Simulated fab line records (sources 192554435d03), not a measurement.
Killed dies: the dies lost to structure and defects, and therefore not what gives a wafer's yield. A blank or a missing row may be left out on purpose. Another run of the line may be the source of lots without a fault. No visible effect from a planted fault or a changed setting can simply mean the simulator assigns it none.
fab line records ; flow n5_finfet
[record] lots = 7; wafers = 39
route steps=1938 shown WELL_APT@33 FIN_SAQP@138 DUMMY_GATE@243 MOL_CONTACT_COAG@538
start_h: the number of hours between the record's first day and the start of the first shown wafer of the lot ; wait_h: time in hours since the lot's previous step ; " repeats the value in the row above ; L1.1+2: a row that stands for several wafers ; - either no value or no given start ; * or withheld: withheld ; < > ~ a bound
route shown NAME@n: NAME is a module with steps in the file, n the number in the route of the first one ; usual: average and standard deviation across the fault-free wafers ; same: alike in all rows ; chamber/n: place in a boat ; sites: the reading at each site ; _std_site: standard deviation across them ; _edge_site: outer sites' mean less inner sites' ; radius_mm: how far each site lies from the wafer's centre ; mask NAME#n: copy n ; behind: the last tool/chamber to shape the wafer ; hold: why the lot was held/for how many hours/how that ended ; device: transistor that didn't switch, given as n, p or np ; end of line: at the end of the route, the tests of the same wafers ; a step with no rows: only its recipe ; killed: at the first sort, the dies lost to defects and structure; wafer yield is something else ; map: a wafer's dies, x killed, . not, _ none there
set.NAME: the setting the step ran with; set.NAME@STEP: the setting that earlier step ran with ; model.NAME: the simulator's own value behind a step, which no gauge read
one table per step and one row per wafer, for lots whose settings were changed on purpose
[[steps]]
[step N5_WELL_APT_IMPLANT_15]
[recipe] species = As; energy_kev = 25; dose_cm2 = 1.5e+13; tilt_deg = 0; rotation_deg = 0
lot.wafer;tool;chamber;start_h;wait_h;set.energy_kev;model.implant.rp_nm;model.implant.drp_nm
L076.1+3+6;implanter-01;0;26.19;0.1;25;18.91;8.457
L076.2+4+5;implanter-01;0;26.19;0.1;21.92;17.16;7.71
L079.1+2+3+4+5+6;implanter-01;0;44.15;0.1;25;18.79;8.457
L085.1+4+6;implanter-02;0;80.71;0.1;25;18.6;8.457
L085.2+3+5;implanter-02;0;80.71;0.1;23.02;17.49;7.979
L086.1+3+6;implanter-01;0;86.59;0.1;25;18.38;8.457
L086.2+4+5;implanter-01;0;86.59;0.1;22.54;17.03;7.862
L088.1+2+3+4+5+6;implanter-02;0;98.34;0.1;25;19;8.457
L092.2+3+6;implanter-01;0;123.03;0.1;25;18.64;8.457
L096.1+2+3+4+5+6;implanter-01;0;146.62;0.1;25;18.74;8.457
[step N5_WELL_APT_IMPLANT_32]
[recipe] species = BF2; energy_kev = 50; dose_cm2 = 2e+13; tilt_deg = 0; rotation_deg = 0
lot.wafer;tool;chamber;start_h;wait_h;set.energy_kev;model.implant.rp_nm;model.implant.drp_nm
L076.1+3+5;implanter-02;0;27.48;0.1;50;36.84;18.55
L076.2+4+6;implanter-02;0;27.48;0.1;53.48;39.37;19.48
L079.1+3+6;implanter-02;0;45.64;0.1;50;35.91;18.55
L079.2+4+5;implanter-02;0;45.64;0.1;55.68;39.95;20.07
L085.1+2+5;implanter-01;0;81.97;0.1;50;37.84;18.55
L085.3+4+6;implanter-01;0;81.97;0.1;45.66;34.59;17.4
L086.1+2+3+4+5+6;implanter-02;0;87.80;0.1;50;37.48;18.55
L088.1+3+5;implanter-01;0;100.06;0.1;42.52;31.7;16.55
L088.2+4+6;implanter-01;0;100.06;0.1;50;36.9;18.55
L092.2+3+6;implanter-02;0;124.52;0.1;50;36.71;18.55
L096.1+2+3;implanter-02;0;147.87;0.1;55.29;40.81;19.96
L096.4+5+6;implanter-02;0;147.87;0.1;50;36.94;18.55
[step N5_FIN_SAQP_SPACER2_ALD_28]
[recipe] material = SiO2; target_thk_a = 81; temp_c = 300; ald_precursor_family = BDEAS; ald_co_reactant = O2-plasma; pulse_time_s = 1; purge_time_s = 2; co_reactant_purge_time_s = 2; pressure_torr = 2
lot.wafer;tool;chamber;start_h;wait_h;set.target_thk_a;model.SiO2_of_FIN_SAQP_SPACER2_ALD_28.thk_nm
L076.1+4+6;ald_sin-04;1,3,0;38.33;0.4;76.01;7.6
L076.2;ald_sin-04;0;38.33;0.4;81;8.2
L076.3+5;ald_sin-04;2,1;38.33;0.4;81;8
L079.1+2+4;ald_sin-03;0,3,1;55.31;0.1;72.08;7.2
L079.3;ald_sin-03;2;55.31;0.1;81;8.2
L079.5+6;ald_sin-03;2,3;55.31;0.1;81;8
L085.1+3+5;ald_sin-01;1,3,3;92.32;0.1;75.78;7.6
L085.2+4;ald_sin-01;0,2;92.32;0.1;81;8.2
L085.6;ald_sin-01;0;92.32;0.1;81;8
L086.1+4+6;ald_sin-01;1,0,1;98.77;0.2;85.32;8.6
L086.2+3+5;ald_sin-01;3,2,2;98.77;0.2;81;8.2
L088.1+2+3+4+5+6;ald_sin-01;1,3,0,2,2,1;109.56;0.1;81;8.2
L092.2+6;ald_sin-03;3,2;134.72;0.1;81;8.2
L092.3;ald_sin-03;0;134.72;0.1;81;8
L096.1+6;ald_sin-04;1,3;157.57;0.1;77.35;7.8
L096.2+3;ald_sin-04;0,3;157.57;0.1;81;8.2
L096.4;ald_sin-04;2;157.57;0.1;81;8
L096.5;ald_sin-04;2;157.57;0.1;77.35;7.6
[step N5_FIN_SAQP_SPACER2_ETCHBACK_29]
[recipe] chemistry = CHF3/O2; mode = anisotropic_etchback; target = SiO2; target_depth_a = 122; time_s = 6.1; pressure_mtorr = 30; source_w = 650; bias_w = 170; Ar_flow_sccm = 200; CHF3_flow_sccm = 50; O2_flow_sccm = 5; ion_energy_ev = 200
[step N5_FIN_SAQP_MANDREL2_REMOVE_60]
[recipe] chemistry = HBr/Cl2/O2; bt_time_s = 10; target = a-Si; stop_on = SiNx; endpoint = OES-SiCl; over_etch_frac = 1; icp_w = 600; bias_w = 22; HBr_flow_sccm = 150; Cl2_flow_sccm = 80; O2_flow_sccm = 5; pressure_mtorr = 10
lot.wafer;tool;chamber;start_h;wait_h;set.target_thk_a@FIN_SAQP_SPACER2_ALD_28;model.FIN_SAQP.cd_nm
L076.1;rie_si-01;3;38.82;0.1;76.01;7.6
L076.2;rie_si-01;2;38.82;0.1;81;8.2
L076.3+5;rie_si-01;1,3;38.82;0.1;81;8
L076.4+6;rie_si-01;0;38.82;0.1;76.01;7.4
L079.1+2+4;rie_si-05;1,0,3;55.77;0.1;72.08;7.2
L079.3+5;rie_si-05;2;55.77;0.1;81;8.2
L079.6;rie_si-05;3;55.77;0.1;81;8
L085.1+3;rie_si-05;3,1;92.73;0.1;75.78;7.6
L085.2+4;rie_si-05;0,2;92.73;0.1;81;8.2
L085.5;rie_si-05;2;92.73;0.1;75.78;7.8
L085.6;rie_si-05;3;92.73;0.1;81;8
L086.1;rie_si-01;2;99.18;0.1;85.32;8.6
L086.2+3+5;rie_si-01;0,1,0;99.18;0.1;81;8
L086.4+6;rie_si-01;3;99.18;0.1;85.32;8.8
L088.1+3+5;rie_si-05;1,2,2;110.12;0.1;81;8.2
L088.2+4+6;rie_si-05;0,3,3;110.12;0.1;81;8
L092.2;rie_si-04;1;135.15;0.1;81;8.2
L092.3+6;rie_si-04;0;135.15;0.1;81;8
L096.1+6;rie_si-01;3,2;157.98;0.1;77.35;8
L096.2+3+4;rie_si-01;0,1,2;157.98;0.1;81;8.2
L096.5;rie_si-01;3;157.98;0.1;77.35;7.8
[step N5_FIN_SAQP_HM_OPEN_33]
[recipe] chemistry = CH3F/O2; target = SiNx; mask_material = SiO2; target_depth_a = 494; time_s = 70.6; pressure_mtorr = 30; source_w = 395; bias_w = 73; Ar_flow_sccm = 150; CH3F_flow_sccm = 30; O2_flow_sccm = 20; ion_energy_ev = 120; ends = cleared
lot.wafer;tool;chamber;start_h;wait_h;set.target_thk_a@FIN_SAQP_SPACER2_ALD_28;model.FIN_SAQP.cd_nm
L076.1;rie_diel-02;1;39.01;0.1;76.01;7.6
L076.2;rie_diel-02;2;39.01;0.1;81;8.2
L076.3+5;rie_diel-02;3,0;39.01;0.1;81;8
L076.4+6;rie_diel-02;0,1;39.01;0.1;76.01;7.4
L079.1;rie_diel-01;0;55.94;0.1;72.08;7.4
L079.2+4;rie_diel-01;2,3;55.94;0.1;72.08;7.2
L079.3+5;rie_diel-01;1;55.94;0.1;81;8.2
L079.6;rie_diel-01;2;55.94;0.1;81;8
L085.1;rie_diel-01;3;92.89;0.0;75.78;7.4
L085.2+4;rie_diel-01;2,0;92.89;0.0;81;8.2
L085.3;rie_diel-01;1;92.89;0.0;75.78;7.6
L085.5;rie_diel-01;0;92.89;0.0;75.78;7.8
L085.6;rie_diel-01;1;92.89;0.0;81;8
L086.1+4+6;rie_diel-01;2,1,1;99.36;0.1;85.32;8.8
L086.2+3;rie_diel-01;3,0;99.36;0.1;81;8
L086.5;rie_diel-01;2;99.36;0.1;81;8.2
L088.1+5;rie_diel-06;0,2;110.28;0.0;81;8.2
L088.2+3+4+6;rie_diel-06;2,3,0,3;110.28;0.0;81;8
L092.2+6;rie_diel-06;3,0;135.31;0.0;81;8
L092.3;rie_diel-06;1;135.31;0.0;81;8.2
L096.1+5+6;rie_diel-01;3,3,0;158.14;0.0;77.35;8
L096.2+3+4;rie_diel-01;0,1,1;158.14;0.0;81;8.2
[step N5_FIN_SAQP_ETCH_34]
[recipe] chemistry = C4F6/O2; target = SiO2; target_depth_a = 450; time_s = 15; ion_energy_ev = 250; pressure_mtorr = 30; source_w = 345; bias_w = 185; Ar_flow_sccm = 300; C4F6_flow_sccm = 10; O2_flow_sccm = 10; ends = cleared
lot.wafer;tool;chamber;start_h;wait_h;set.target_thk_a@FIN_SAQP_SPACER2_ALD_28;model.FIN_SAQP.cd_nm
L076.1+4+6;rie_diel-02;1,0,1;39.08;0.0;76.01;7.4
L076.2+3;rie_diel-02;2,3;39.08;0.0;81;8.2
L076.5;rie_diel-02;0;39.08;0.0;81;8
L079.1;rie_diel-01;0;56.01;0.0;72.08;7.4
L079.2;rie_diel-01;2;56.01;0.0;72.08;7.2
L079.3+5;rie_diel-01;1;56.01;0.0;81;8.2
L079.4;rie_diel-01;3;56.01;0.0;72.08;7
L079.6;rie_diel-01;2;56.01;0.0;81;8
L085.1+3;rie_diel-01;3,1;92.96;0.0;75.78;7.4
L085.2+4;rie_diel-01;2,0;92.96;0.0;81;8.2
L085.5;rie_diel-01;0;92.96;0.0;75.78;7.8
L085.6;rie_diel-01;1;92.96;0.0;81;7.8
L086.1;rie_diel-01;2;99.43;0.0;85.32;8.8
L086.2;rie_diel-01;3;99.43;0.0;81;8
L086.3+5;rie_diel-01;0,2;99.43;0.0;81;8.2
L086.4+6;rie_diel-01;1;99.43;0.0;85.32;8.6
L088.1+2+4+5+6;rie_diel-06;0,2,0,2,3;110.35;0.0;81;8
L088.3;rie_diel-06;3;110.35;0.0;81;8.2
L092.2;rie_diel-06;3;135.38;0.0;81;8.2
L092.3;rie_diel-06;1;135.38;0.0;81;8.4
L092.6;rie_diel-06;0;135.38;0.0;81;8
L096.1+5;rie_diel-01;3;158.21;0.0;77.35;7.8
L096.2+3+4;rie_diel-01;0,1,1;158.21;0.0;81;8.2
L096.6;rie_diel-01;0;158.21;0.0;77.35;8
[step N5_FIN_SAQP_STRIP_77]
[recipe] chemistry = N2/H2; time_s = 90; power_w = 100; temp_c = 40; pressure_mtorr = 100; rf_frequency_hz = 6e+07; bias_power_w = 3; n2_flow_sccm = 300; h2_flow_sccm = 300
[step N5_FIN_SAQP_ETCH_64]
[recipe] chemistry = CF4; target = SiO2; target_depth_a = 15; ion_energy_ev = 350; pressure_mtorr = 10; icp_w = 800; bias_w = 400; cf4_flow_sccm = 80
lot.wafer;tool;chamber;start_h;wait_h;set.target_thk_a@FIN_SAQP_SPACER2_ALD_28;model.FIN_SAQP.cd_nm
L076.1;rie_si-04;0;39.27;0.0;76.01;7.6
L076.2;rie_si-04;3;39.27;0.0;81;8.2
L076.3+5;rie_si-04;1;39.27;0.0;81;8
L076.4;rie_si-04;2;39.27;0.0;76.01;7.2
L076.6;rie_si-04;2;39.27;0.0;76.01;7.4
L079.1;rie_si-04;3;56.21;0.0;72.08;7.4
L079.2;rie_si-04;1;56.21;0.0;72.08;7.2
L079.3+5;rie_si-04;0,3;56.21;0.0;81;8.2
L079.4;rie_si-04;2;56.21;0.0;72.08;7
L079.6;rie_si-04;2;56.21;0.0;81;8
L085.1;rie_si-01;1;93.16;0.0;75.78;7.2
L085.2+4;rie_si-01;2,0;93.16;0.0;81;8.2
L085.3;rie_si-01;3;93.16;0.0;75.78;7.4
L085.5;rie_si-01;1;93.16;0.0;75.78;7.6
L085.6;rie_si-01;0;93.16;0.0;81;8
L086.1;rie_si-04;3;99.63;0.0;85.32;8.8
L086.2+3+5;rie_si-04;1;99.63;0.0;81;8
L086.4+6;rie_si-04;3;99.63;0.0;85.32;8.6
L088.1+3+4+5;rie_si-01;0,1,2,0;110.54;0.0;81;8.2
L088.2+6;rie_si-01;3;110.54;0.0;81;8
L092.2+6;rie_si-05;3,2;135.57;0.0;81;8
L092.3;rie_si-05;0;135.57;0.0;81;8.4
L096.1+5;rie_si-04;0,3;158.40;0.0;77.35;7.8
L096.2+4;rie_si-04;1,3;158.40;0.0;81;8.2
L096.3;rie_si-04;2;158.40;0.0;81;8
L096.6;rie_si-04;2;158.40;0.0;77.35;8
[step N5_DUMMY_GATE_ETCH_31]
[recipe] chemistry = C4F6/O2; target = SiO2; mask_material = SOC; target_depth_a = 825; time_s = 27.5; ion_energy_ev = 250; pressure_mtorr = 30; source_w = 345; bias_w = 185; Ar_flow_sccm = 300; C4F6_flow_sccm = 10; O2_flow_sccm = 10
lot.wafer;tool;chamber;start_h;wait_h;set.target_depth_a;model.etch.depth_nm
L076.1;rie_diel-04;1;59.45;0.0;825;82.76
L076.2;rie_diel-04;2;59.45;0.0;825;82.87
L076.3;rie_diel-04;3;59.45;0.0;909;90.69
L076.4;rie_diel-04;0;59.45;0.0;909;91.48
L076.5;rie_diel-04;3;59.45;0.0;825;81.84
L076.6;rie_diel-04;2;59.45;0.0;909;91.51
L079.1;rie_diel-05;1;75.98;0.0;825;80.8
L079.2;rie_diel-05;3;75.98;0.0;752.2;74.36
L079.3;rie_diel-05;0;75.98;0.0;752.2;74.66
L079.4;rie_diel-05;2;75.98;0.0;752.2;76.24
L079.5;rie_diel-05;1;75.98;0.0;825;81.07
L079.6;rie_diel-05;0;75.98;0.0;825;81.29
L085.1;rie_diel-05;2;113.68;0.0;825;83.33
L085.2;rie_diel-05;0;113.68;0.0;868.1;86.04
L085.3;rie_diel-05;3;113.68;0.0;825;81.48
L085.4;rie_diel-05;1;113.68;0.0;868.1;84.59
L085.5;rie_diel-05;2;113.68;0.0;868.1;88.15
L085.6;rie_diel-05;1;113.68;0.0;825;80.6
L086.1;rie_diel-05;1;119.51;0.1;825;80.43
L086.2;rie_diel-05;0;119.51;0.1;825;81
L086.3;rie_diel-05;3;119.51;0.1;825;81.11
L086.4;rie_diel-05;2;119.51;0.1;862;87.41
L086.5;rie_diel-05;2;119.51;0.1;862;87.13
L086.6;rie_diel-05;1;119.51;0.1;862;83.61
L088.1;rie_diel-04;3;132.37;0.0;825;82.02
L088.2;rie_diel-04;0;132.37;0.0;825;82.08
L088.3;rie_diel-04;2;132.37;0.0;825;82.69
L088.4;rie_diel-04;1;132.37;0.0;825;82.59
L088.5;rie_diel-04;3;132.37;0.0;825;82
L088.6;rie_diel-04;0;132.37;0.0;825;81.63
L092.2;rie_diel-03;0;155.30;0.0;825;82.98
L092.3;rie_diel-03;3;155.30;0.0;825;82.28
L092.6;rie_diel-03;2;155.30;0.0;825;82.63
L096.1;rie_diel-04;0;179.55;0.0;825;81.79
L096.2;rie_diel-04;1;179.55;0.0;825;83.08
L096.3;rie_diel-04;3;179.55;0.0;744.6;74.29
L096.4;rie_diel-04;3;179.55;0.0;744.6;74.04
L096.5;rie_diel-04;1;179.55;0.0;744.6;75.23
L096.6;rie_diel-04;0;179.55;0.0;825;82.31
[step N5_MOL_CONTACT_COAG_ETCH_110]
[recipe] chemistry = CF4/O2; target = Si; target_depth_a = 25; time_s = 8; pressure_mtorr = 100; source_w = 200; bias_w = 12; ion_energy_ev = 60; Ar_flow_sccm = 100; cf4_flow_sccm = 100; O2_flow_sccm = 10
[usual] rf_vpp_V = 126.3/2.8
lot.wafer;tool;chamber;start_h;wait_h;set.bias_w;rf_vpp_V;model.etch.depth_nm
L076.1;rie_diel-02;3;103.25;0.0;10.05;109.2;2.297
L076.2;rie_diel-02;1;103.25;0.0;12;122.7;2.488
L076.3;rie_diel-02;0;103.25;0.0;10.05;107.0;2.377
L076.4;rie_diel-02;0;103.25;0.0;10.05;107.0;2.378
L076.5;rie_diel-02;1;103.25;0.0;12;124.5;2.498
L076.6;rie_diel-02;3;103.25;0.0;12;125.1;2.458
L079.1;rie_diel-02;0;119.22;0.0;12;123.8;2.537
L079.2;rie_diel-02;3;119.22;0.0;13.19;135.0;2.571
L079.3;rie_diel-02;1;119.22;0.0;12;123.9;2.485
L079.4;rie_diel-02;3;119.22;0.0;13.19;135.3;2.546
L079.5;rie_diel-02;0;119.22;0.0;12;124.2;2.562
L079.6;rie_diel-02;1;119.22;0.0;13.19;133.7;2.583
L085.1;rie_diel-01;0;155.54;0.0;12;124.4;2.435
L085.2;rie_diel-01;3;155.54;0.0;12;132.8;2.505
L085.3;rie_diel-01;1;155.54;0.0;12.83;134.0;2.585
L085.4;rie_diel-01;1;155.54;0.0;12.83;135.6;2.58
L085.5;rie_diel-01;0;155.54;0.0;12.83;133.2;2.519
L085.6;rie_diel-01;3;155.54;0.0;12;131.6;2.508
L086.1;rie_diel-01;0;160.73;0.1;12;126.7;2.422
L086.2;rie_diel-01;1;160.73;0.1;12;127.5;2.473
L086.3;rie_diel-01;1;160.73;0.1;12;129.3;2.46
L086.4;rie_diel-01;0;160.73;0.1;12;126.5;2.401
L086.5;rie_diel-01;1;160.73;0.1;12;126.6;2.48
L086.6;rie_diel-01;0;160.73;0.1;12;125.5;2.414
L088.1;rie_diel-01;0;171.51;0.0;12;124.6;2.427
L088.2;rie_diel-01;1;171.51;0.0;14.22;147.2;2.667
L088.3;rie_diel-01;2;171.51;0.0;14.22;145.5;2.658
L088.4;rie_diel-01;2;171.51;0.0;12;127.7;2.483
L088.5;rie_diel-01;1;171.51;0.0;12;127.1;2.48
L088.6;rie_diel-01;0;171.51;0.0;14.22;144.9;2.629
L092.2;rie_diel-01;1;195.32;0.0;12;127.9;2.444
L092.3;rie_diel-01;3;195.32;0.0;12;131.1;2.485
L092.6;rie_diel-01;3;195.32;0.0;12;133.1;2.478
L096.1;rie_diel-01;3;219.58;0.0;12;131.1;2.484
L096.2;rie_diel-01;2;219.58;0.0;12;127.6;2.496
L096.3;rie_diel-01;1;219.58;0.0;12;127.2;2.474
L096.4;rie_diel-01;0;219.58;0.0;12;126.0;2.456
L096.5;rie_diel-01;3;219.58;0.0;12;130.6;2.499
L096.6;rie_diel-01;2;219.58;0.0;12;126.4;2.52
[step N5_MOL_CONTACT_COAG_ALD_27]
[recipe] material = SiOC; target_thk_a = 170; temp_c = 400; ald_precursor_family = carbosiloxane; ald_co_reactant = H2-plasma; pulse_time_s = 1.5; time_s = 2720; purge_time_s = 2; co_reactant_purge_time_s = 2; ald_cycles = 340; pressure_torr = 2
lot.wafer;tool;chamber;start_h;wait_h;set.ald_cycles;model.SiOC_of_MOL_CONTACT_COAG_ALD_27.thk_nm
L076.1;ald_sin-03;1;108.18;0.0;340;17.2
L076.2+3+4;ald_sin-03;3,2,0;108.18;0.0;397;20
L076.5+6;ald_sin-03;3,0;108.18;0.0;340;17
L079.1+3+4+5;ald_sin-01;3,2,1,0;126.10;0.0;340;17
L079.2+6;ald_sin-01;0,1;126.10;0.0;340;16.8
L085.1+5+6;ald_sin-01;3,2,1;165.00;0.4;340;17
L085.2+4;ald_sin-01;1,0;165.00;0.4;319;15.8
L085.3;ald_sin-01;2;165.00;0.4;319;16
L086.1+4+5;ald_sin-01;1,0,1;169.75;0.1;340;17
L086.2;ald_sin-01;3;169.75;0.1;397;20
L086.3+6;ald_sin-01;2,0;169.75;0.1;397;19.8
L088.1+5;ald_sin-03;3,1;177.12;0.0;364;18.4
L088.2+3;ald_sin-03;1,0;177.12;0.0;340;17
L088.4;ald_sin-03;2;177.12;0.0;340;17.2
L088.6;ald_sin-03;2;177.12;0.0;364;18.2
L092.2+3;ald_sin-01;1,3;202.14;0.0;340;16.8
L092.6;ald_sin-01;1;202.14;0.0;340;17
L096.1+6;ald_sin-04;3,0;225.34;0.5;369;18.4
L096.2+5;ald_sin-04;2,1;225.34;0.5;340;17
L096.3;ald_sin-04;1;225.34;0.5;369;18.6
L096.4;ald_sin-04;0;225.34;0.5;340;16.8
[step N5_MOL_CONTACT_COAG_VIA_ETCH_46]
[recipe] chemistry = C4F6/O2; target_depth_a = 460; overetch_a = 92; mask_material = SOC; target = SiO2; bias_w = 455; pressure_mtorr = 10; time_s = 40; source_w = 325; Ar_flow_sccm = 300; C4F6_flow_sccm = 10; O2_flow_sccm = 10; ion_energy_ev = 575.3; ends = end_point
[usual] rf_vpp_V = 1575/27
lot.wafer;tool;chamber;start_h;wait_h;set.bias_w;rf_vpp_V
L076.1;rie_diel-01;3;111.71;0.0;455;1626
L076.2;rie_diel-01;2;111.71;0.0;455;1579
L076.3;rie_diel-01;1;111.71;0.0;455;1592
L076.4;rie_diel-01;0;111.71;0.0;455;1565
L076.5;rie_diel-01;1;111.71;0.0;455;1592
L076.6;rie_diel-01;0;111.71;0.0;455;1564
L079.1;rie_diel-06;2;129.83;0.0;455;1532
L079.2;rie_diel-06;3;129.83;0.0;455;1559
L079.3;rie_diel-06;0;129.83;0.0;455;1578
L079.4;rie_diel-06;2;129.83;0.0;455;1532
L079.5;rie_diel-06;0;129.83;0.0;455;1577
L079.6;rie_diel-06;3;129.83;0.0;455;1559
L085.1;rie_diel-06;1;168.51;0.0;542.3;1812
L085.2;rie_diel-06;2;168.51;0.0;542.3;1745
L085.3;rie_diel-06;3;168.51;0.0;455;1557
L085.4;rie_diel-06;0;168.51;0.0;542.3;1795
L085.5;rie_diel-06;0;168.51;0.0;455;1577
L085.6;rie_diel-06;1;168.51;0.0;455;1591
L086.1;rie_diel-02;2;173.40;0.0;455;1627
L086.2;rie_diel-02;0;173.40;0.0;455;1552
L086.3;rie_diel-02;1;173.40;0.0;493.8;1638
L086.4;rie_diel-02;3;173.40;0.0;455;1560
L086.5;rie_diel-02;3;173.40;0.0;493.8;1659
L086.6;rie_diel-02;2;173.40;0.0;493.8;1728
L088.1;rie_diel-01;1;180.53;0.0;542;1810
L088.2;rie_diel-01;2;180.53;0.0;455;1580
L088.3;rie_diel-01;3;180.53;0.0;455;1626
L088.4;rie_diel-01;0;180.53;0.0;542;1781
L088.5;rie_diel-01;0;180.53;0.0;455;1564
L088.6;rie_diel-01;3;180.53;0.0;542;1850
L092.2;rie_diel-02;0;206.04;0.0;455;1551
L092.3;rie_diel-02;2;206.04;0.0;455;1626
L092.6;rie_diel-02;1;206.04;0.0;455;1540
L096.1;rie_diel-01;1;230.47;0.0;455;1590
L096.2;rie_diel-01;3;230.47;0.0;532.9;1825
L096.3;rie_diel-01;2;230.47;0.0;455;1577
L096.4;rie_diel-01;0;230.47;0.0;532.9;1759
L096.5;rie_diel-01;0;230.47;0.0;455;1565
L096.6;rie_diel-01;1;230.47;0.0;532.9;1787
[[key]]
[split] step = N5_WELL_APT_IMPLANT_15; setting = energy_kev; stated = 25; by = wafer
[response] step = N5_WELL_APT_IMPLANT_15; reading = model.implant.rp_nm; change = +0.14; per = 1%; r = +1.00
[response] step = N5_WELL_APT_IMPLANT_15; reading = model.implant.drp_nm; change = +0.0606; per = 1%; r = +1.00
[split] step = N5_WELL_APT_IMPLANT_32; setting = energy_kev; stated = 50; by = wafer
[response] step = N5_WELL_APT_IMPLANT_32; reading = model.implant.rp_nm; change = +0.358; per = 1%; r = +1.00
[response] step = N5_WELL_APT_IMPLANT_32; reading = model.implant.drp_nm; change = +0.133; per = 1%; r = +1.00
[split] step = N5_FIN_SAQP_SPACER2_ALD_28; setting = target_thk_a; stated = 81; by = wafer
[response] step = N5_FIN_SAQP_SPACER2_ALD_28; reading = model.SiO2_of_FIN_SAQP_SPACER2_ALD_28.thk_nm; change = +0.0793; per = 1%; r = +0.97
[response] step = N5_FIN_SAQP_MANDREL2_REMOVE_60; reading = model.FIN_SAQP.cd_nm; change = +0.0886; per = 1%; r = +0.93
[response] step = N5_FIN_SAQP_HM_OPEN_33; reading = model.FIN_SAQP.cd_nm; change = +0.0861; per = 1%; r = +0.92
[response] step = N5_FIN_SAQP_ETCH_34; reading = model.FIN_SAQP.cd_nm; change = +0.0905; per = 1%; r = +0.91
[response] step = N5_FIN_SAQP_ETCH_64; reading = model.FIN_SAQP.cd_nm; change = +0.0957; per = 1%; r = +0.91
[split] step = N5_DUMMY_GATE_ETCH_31; setting = target_depth_a; stated = 825; by = wafer
[response] step = N5_DUMMY_GATE_ETCH_31; reading = model.etch.depth_nm; change = +0.818; per = 1%; r = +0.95
[split] step = N5_MOL_CONTACT_COAG_ETCH_110; setting = bias_w; stated = 12; by = wafer
[response] step = N5_MOL_CONTACT_COAG_ETCH_110; reading = rf_vpp_V; change = +1.01; per = 1%; r = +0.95
[response] step = N5_MOL_CONTACT_COAG_ETCH_110; reading = model.etch.depth_nm; change = +0.00868; per = 1%; r = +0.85
[split] step = N5_MOL_CONTACT_COAG_ALD_27; setting = ald_cycles; stated = 340; by = wafer
[response] step = N5_MOL_CONTACT_COAG_ALD_27; reading = model.SiOC_of_MOL_CONTACT_COAG_ALD_27.thk_nm; change = +0.175; per = 1%; r = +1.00
[split] step = N5_MOL_CONTACT_COAG_VIA_ETCH_46; setting = bias_w; stated = 455; by = wafer
[response] step = N5_MOL_CONTACT_COAG_VIA_ETCH_46; reading = rf_vpp_V; change = +11.6; per = 1%; r = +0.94
